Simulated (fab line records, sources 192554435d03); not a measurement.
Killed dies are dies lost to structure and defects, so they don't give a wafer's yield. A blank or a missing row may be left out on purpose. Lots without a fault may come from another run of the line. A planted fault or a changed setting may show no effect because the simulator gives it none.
Which tool did it? | flow n5_finfet | 24 lots, 72 wafers sampled, at 6 steps of a route of 1938

WHAT THE GAUGES READ, wafer by wafer
N5_BEOL_M2_THK_MEAS_01.
lot  | measured     | on            | M2_ILD_THK (nm)
L074 | day 6 15:37  | film_metro-02 | 81.5 78.8 80.0
L076 | day 6 19:21  | film_metro-01 | 78.2 77.7 79.9
L075 | day 6 21:46  | film_metro-01 | 80.1 79.8 79.6
L077 | day 7 03:11  | film_metro-01 | 80.1 77.8 79.0
L078 | day 7 17:43  | film_metro-02 | 80.7 80.6 80.1
L079 | day 7 22:10  | film_metro-02 | 79.5 78.7 79.4
L080 | day 8 01:32  | film_metro-02 | 82.0 80.4 80.6
L081 | day 8 06:19  | film_metro-01 | 78.8 78.8 80.2
L082 | day 8 13:57  | film_metro-01 | 79.4 78.6 77.5
L083 | day 8 16:51  | film_metro-01 | 77.6 79.5 80.4
L084 | day 8 20:14  | film_metro-02 | 79.3 80.0 80.9
L085 | day 9 06:52  | film_metro-02 | 80.5 80.0 80.0
L086 | day 9 14:41  | film_metro-02 | 77.7 79.6 79.9
L087 | day 9 16:44  | film_metro-01 | 79.2 79.1 80.4
L088 | day 10 06:07 | film_metro-01 | 81.5 79.9 81.4
L089 | day 10 08:10 | film_metro-01 | 80.1 81.1 81.1
L090 | day 10 11:23 | film_metro-02 | 78.0 79.7 80.0
L091 | day 10 12:31 | film_metro-02 | 81.2 81.5 81.6
L093 | day 11 16:37 | film_metro-01 | 79.7 79.5 79.8
L092 | day 11 17:08 | film_metro-01 | 79.2 80.6 80.3
L095 | day 11 20:26 | film_metro-01 | 78.8 78.4 80.6
L094 | day 11 20:58 | film_metro-01 | 78.0 80.9 80.7
L096 | day 12 07:13 | film_metro-02 | 80.5 80.3 82.0
L097 | day 12 09:20 | film_metro-01 | 79.5 81.3 79.7

WHICH TOOL RAN EACH LOT (tool, then ch and the chambers of the sampled wafers, then the start)
lot  | N5_BEOL_M1_SURFACE_TREAT_85  | N5_BEOL_M1_ANNEAL_82         | N5_BEOL_M1_SPUTTER_94        | N5_BEOL_M1_SPUTTER_96        | N5_BEOL_M1_ANNEAL_51
L074 | pvd_sputter-03, day 6 12:06  | pvd_sputter-03, day 6 13:09  | pvd_sputter-03, day 6 14:10  | pvd_sputter-03, day 6 14:23  | rtp_anneal-02 ch 0, day 6 14:40
L076 | pvd_sputter-01, day 6 15:53  | pvd_sputter-01, day 6 16:42  | pvd_sputter-01, day 6 17:43  | pvd_sputter-01, day 6 17:56  | rtp_anneal-02 ch 0, day 6 18:08
L075 | pvd_sputter-02, day 6 18:31  | pvd_sputter-01, day 6 19:16  | pvd_sputter-01, day 6 20:17  | pvd_sputter-01, day 6 20:30  | rtp_anneal-01 ch 0, day 6 20:47
L077 | pvd_sputter-03, day 6 23:56  | pvd_sputter-02, day 7 00:46  | pvd_sputter-02, day 7 01:47  | pvd_sputter-02, day 7 02:00  | rtp_anneal-01 ch 0, day 7 02:12
L078 | pvd_sputter-03, day 7 14:12  | pvd_sputter-03, day 7 15:04  | pvd_sputter-03, day 7 16:05  | pvd_sputter-03, day 7 16:18  | rtp_anneal-02 ch 0, day 7 16:44
L079 | pvd_sputter-03, day 7 18:52  | pvd_sputter-03, day 7 19:44  | pvd_sputter-03, day 7 20:46  | pvd_sputter-03, day 7 20:59  | rtp_anneal-02 ch 0, day 7 21:10
L080 | pvd_sputter-03, day 7 22:05  | pvd_sputter-02, day 7 23:02  | pvd_sputter-02, day 8 00:04  | pvd_sputter-02, day 8 00:17  | rtp_anneal-02 ch 0, day 8 00:34
L081 | pvd_sputter-03, day 8 03:07  | pvd_sputter-03, day 8 03:53  | pvd_sputter-03, day 8 04:55  | pvd_sputter-03, day 8 05:08  | rtp_anneal-02 ch 0, day 8 05:22
L082 | pvd_sputter-02, day 8 10:46  | pvd_sputter-02, day 8 11:32  | pvd_sputter-02, day 8 12:33  | pvd_sputter-02, day 8 12:46  | rtp_anneal-01 ch 0, day 8 12:58
L083 | pvd_sputter-02, day 8 12:56  | pvd_sputter-03, day 8 14:23  | pvd_sputter-03, day 8 15:24  | pvd_sputter-03, day 8 15:37  | rtp_anneal-01 ch 0, day 8 15:52
L084 | pvd_sputter-03, day 8 16:59  | pvd_sputter-03, day 8 17:47  | pvd_sputter-03, day 8 18:48  | pvd_sputter-03, day 8 19:01  | rtp_anneal-02 ch 0, day 8 19:16
L085 | pvd_sputter-01, day 9 03:32  | pvd_sputter-03, day 9 04:24  | pvd_sputter-03, day 9 05:25  | pvd_sputter-03, day 9 05:38  | rtp_anneal-01 ch 0, day 9 05:55
L086 | pvd_sputter-01, day 9 11:25  | pvd_sputter-01, day 9 12:13  | pvd_sputter-01, day 9 13:14  | pvd_sputter-01, day 9 13:28  | rtp_anneal-02 ch 0, day 9 13:39
L087 | pvd_sputter-03, day 9 13:31  | pvd_sputter-03, day 9 14:17  | pvd_sputter-03, day 9 15:18  | pvd_sputter-03, day 9 15:31  | rtp_anneal-02 ch 0, day 9 15:43
L088 | pvd_sputter-03, day 10 02:35 | pvd_sputter-03, day 10 03:40 | pvd_sputter-03, day 10 04:41 | pvd_sputter-03, day 10 04:54 | rtp_anneal-01 ch 0, day 10 05:06
L089 | pvd_sputter-01, day 10 04:57 | pvd_sputter-02, day 10 05:43 | pvd_sputter-02, day 10 06:44 | pvd_sputter-02, day 10 06:57 | rtp_anneal-02 ch 0, day 10 07:17
L090 | pvd_sputter-01, day 10 08:13 | pvd_sputter-01, day 10 08:58 | pvd_sputter-01, day 10 09:59 | pvd_sputter-01, day 10 10:12 | rtp_anneal-01 ch 0, day 10 10:23
L091 | pvd_sputter-02, day 10 09:02 | pvd_sputter-02, day 10 10:04 | pvd_sputter-02, day 10 11:05 | pvd_sputter-02, day 10 11:19 | rtp_anneal-01 ch 0, day 10 11:33
L093 | pvd_sputter-03, day 11 13:12 | pvd_sputter-03, day 11 14:12 | pvd_sputter-03, day 11 15:13 | pvd_sputter-03, day 11 15:26 | rtp_anneal-01 ch 0, day 11 15:41
L092 | pvd_sputter-03, day 11 13:34 | pvd_sputter-02, day 11 14:43 | pvd_sputter-02, day 11 15:44 | pvd_sputter-02, day 11 15:58 | rtp_anneal-01 ch 0, day 11 16:12
L095 | pvd_sputter-02, day 11 17:16 | pvd_sputter-03, day 11 18:01 | pvd_sputter-03, day 11 19:02 | pvd_sputter-03, day 11 19:16 | rtp_anneal-02 ch 0, day 11 19:28
L094 | pvd_sputter-03, day 11 17:20 | pvd_sputter-02, day 11 18:32 | pvd_sputter-02, day 11 19:34 | pvd_sputter-02, day 11 19:47 | rtp_anneal-02 ch 0, day 11 19:59
L096 | pvd_sputter-03, day 12 03:14 | pvd_sputter-02, day 12 04:04 | pvd_sputter-02, day 12 05:05 | pvd_sputter-02, day 12 05:18 | rtp_anneal-01 ch 0, day 12 06:13
L097 | pvd_sputter-01, day 12 05:45 | pvd_sputter-01, day 12 06:39 | pvd_sputter-01, day 12 07:40 | pvd_sputter-01, day 12 07:53 | rtp_anneal-01 ch 0, day 12 08:08
- N5_BEOL_M1_SURFACE_TREAT_85
- N5_BEOL_M1_ANNEAL_82: time 240 s.
- N5_BEOL_M1_SPUTTER_94: material Cu, target thk 4.5 nm, time 8.29 s.
- N5_BEOL_M1_SPUTTER_96: material Cu, target thk 4.5 nm, time 8.29 s.
- N5_BEOL_M1_ANNEAL_51: time 90 s.

WHAT THE TOOLS THEMSELVES READ (means of the sampled wafers that have a number; where no wafer has one, the mark that the record gives instead)
N5_BEOL_M1_ANNEAL_82.
lot  | tool           | heater_power_w (W) | susceptor_temp_C_max
L074 | pvd_sputter-03 | 873                | 401.1
L076 | pvd_sputter-01 | 851                | 401.3
L075 | pvd_sputter-01 | 854                | 400.9
L077 | pvd_sputter-02 | 725                | 400.7
L078 | pvd_sputter-03 | 859                | 400.6
L079 | pvd_sputter-03 | 936                | 400.7
L080 | pvd_sputter-02 | 845                | 400.9
L081 | pvd_sputter-03 | 952                | 400.7
L082 | pvd_sputter-02 | 770                | 400.7
L083 | pvd_sputter-03 | 748                | 400.5
L084 | pvd_sputter-03 | 862                | 400.6
L085 | pvd_sputter-03 | 812                | 401.0
L086 | pvd_sputter-01 | 845                | 401.3
L087 | pvd_sputter-03 | 1005               | 400.7
L088 | pvd_sputter-03 | 878                | 400.9
L089 | pvd_sputter-02 | 713                | 400.8
L090 | pvd_sputter-01 | 861                | 401.4
L091 | pvd_sputter-02 | 813                | 401.1
L093 | pvd_sputter-03 | 792                | 400.8
L092 | pvd_sputter-02 | 998                | 400.8
L095 | pvd_sputter-03 | 875                | 400.9
L094 | pvd_sputter-02 | 813                | 401.1
L096 | pvd_sputter-02 | 884                | 401.0
L097 | pvd_sputter-01 | 807                | 401.1

N5_BEOL_M1_SPUTTER_94.
lot  | tool           | substrate_temp_c (C) | throttle_valve_pct (%)
L074 | pvd_sputter-03 | -19.96               | 31.0
L076 | pvd_sputter-01 | -19.93               | 29.5
L075 | pvd_sputter-01 | -20.05               | 29.7
L077 | pvd_sputter-02 | -19.86               | 32.3
L078 | pvd_sputter-03 | -20.05               | 29.8
L079 | pvd_sputter-03 | -19.85               | 30.0
L080 | pvd_sputter-02 | -20.01               | 31.3
L081 | pvd_sputter-03 | -20.03               | 30.9
L082 | pvd_sputter-02 | -19.99               | 32.0
L083 | pvd_sputter-03 | -19.98               | 31.0
L084 | pvd_sputter-03 | -19.88               | 30.0
L085 | pvd_sputter-03 | -19.91               | 31.1
L086 | pvd_sputter-01 | -19.99               | 29.6
L087 | pvd_sputter-03 | -20.01               | 31.0
L088 | pvd_sputter-03 | -19.97               | 30.9
L089 | pvd_sputter-02 | -19.94               | 31.5
L090 | pvd_sputter-01 | -19.96               | 30.6
L091 | pvd_sputter-02 | -20.02               | 31.9
L093 | pvd_sputter-03 | -20.04               | 29.9
L092 | pvd_sputter-02 | -20.00               | 30.9
L095 | pvd_sputter-03 | -19.91               | 30.9
L094 | pvd_sputter-02 | -19.90               | 31.7
L096 | pvd_sputter-02 | -20.03               | 31.2
L097 | pvd_sputter-01 | -20.08               | 29.8

N5_BEOL_M1_SPUTTER_96.
lot  | tool           | substrate_temp_c (C) | throttle_valve_pct (%)
L074 | pvd_sputter-03 | -20.03               | 31.0
L076 | pvd_sputter-01 | -20.07               | 29.7
L075 | pvd_sputter-01 | -20.04               | 29.6
L077 | pvd_sputter-02 | -19.99               | 32.5
L078 | pvd_sputter-03 | -19.99               | 29.8
L079 | pvd_sputter-03 | -19.95               | 30.0
L080 | pvd_sputter-02 | -20.02               | 31.3
L081 | pvd_sputter-03 | -19.99               | 30.8
L082 | pvd_sputter-02 | -20.00               | 31.8
L083 | pvd_sputter-03 | -19.92               | 31.0
L084 | pvd_sputter-03 | -19.94               | 29.7
L085 | pvd_sputter-03 | -19.96               | 31.0
L086 | pvd_sputter-01 | -20.03               | 29.6
L087 | pvd_sputter-03 | -20.03               | 31.0
L088 | pvd_sputter-03 | -20.07               | 31.0
L089 | pvd_sputter-02 | -19.98               | 31.5
L090 | pvd_sputter-01 | -19.98               | 30.7
L091 | pvd_sputter-02 | -20.07               | 31.9
L093 | pvd_sputter-03 | -19.97               | 30.1
L092 | pvd_sputter-02 | -20.01               | 31.0
L095 | pvd_sputter-03 | -19.96               | 31.0
L094 | pvd_sputter-02 | -20.04               | 31.8
L096 | pvd_sputter-02 | -19.93               | 31.2
L097 | pvd_sputter-01 | -19.98               | 29.8

N5_BEOL_M1_ANNEAL_51.
lot  | tool          | wafer_temp_C_max
L074 | rtp_anneal-02 | 225.6
L076 | rtp_anneal-02 | 225.6
L075 | rtp_anneal-01 | 226.1
L077 | rtp_anneal-01 | 226.2
L078 | rtp_anneal-02 | 225.6
L079 | rtp_anneal-02 | 225.9
L080 | rtp_anneal-02 | 225.8
L081 | rtp_anneal-02 | 226.0
L082 | rtp_anneal-01 | 226.3
L083 | rtp_anneal-01 | 226.3
L084 | rtp_anneal-02 | 225.7
L085 | rtp_anneal-01 | 226.5
L086 | rtp_anneal-02 | 225.8
L087 | rtp_anneal-02 | 226.0
L088 | rtp_anneal-01 | 226.4
L089 | rtp_anneal-02 | 225.6
L090 | rtp_anneal-01 | 226.0
L091 | rtp_anneal-01 | 226.4
L093 | rtp_anneal-01 | 226.4
L092 | rtp_anneal-01 | 225.9
L095 | rtp_anneal-02 | 226.2
L094 | rtp_anneal-02 | 225.5
L096 | rtp_anneal-01 | 226.8
L097 | rtp_anneal-01 | 226.7

THE ANSWER, worked out from the rows above alone
Rule: what is usual is taken from the lots themselves. Put in order of their means at a reading, lots are off if they are a third of the lots or fewer, leave a main group of 4 or more, and stand apart from it by a gap of 3 or more times the standard deviation of the main group's means; of several such gaps the widest counts. A main group whose means are all the same, to the digits that the tables above print for the reading, isn't used. A lot without any number at a reading at which 4 lots or more have one is off too. The other lots that the step has rows for count as sound. The gauges are gone through in route order, then the tools' own readings, and for those a lot's mean is taken as printed above. The first step at which some lot is off is used, and at that step the reading that is off furthest; a lot without a number counts as furthest.
No lot is off at any reading shown: from this, nothing can be told.

WHAT THE SIMULATOR HAD PUT IN
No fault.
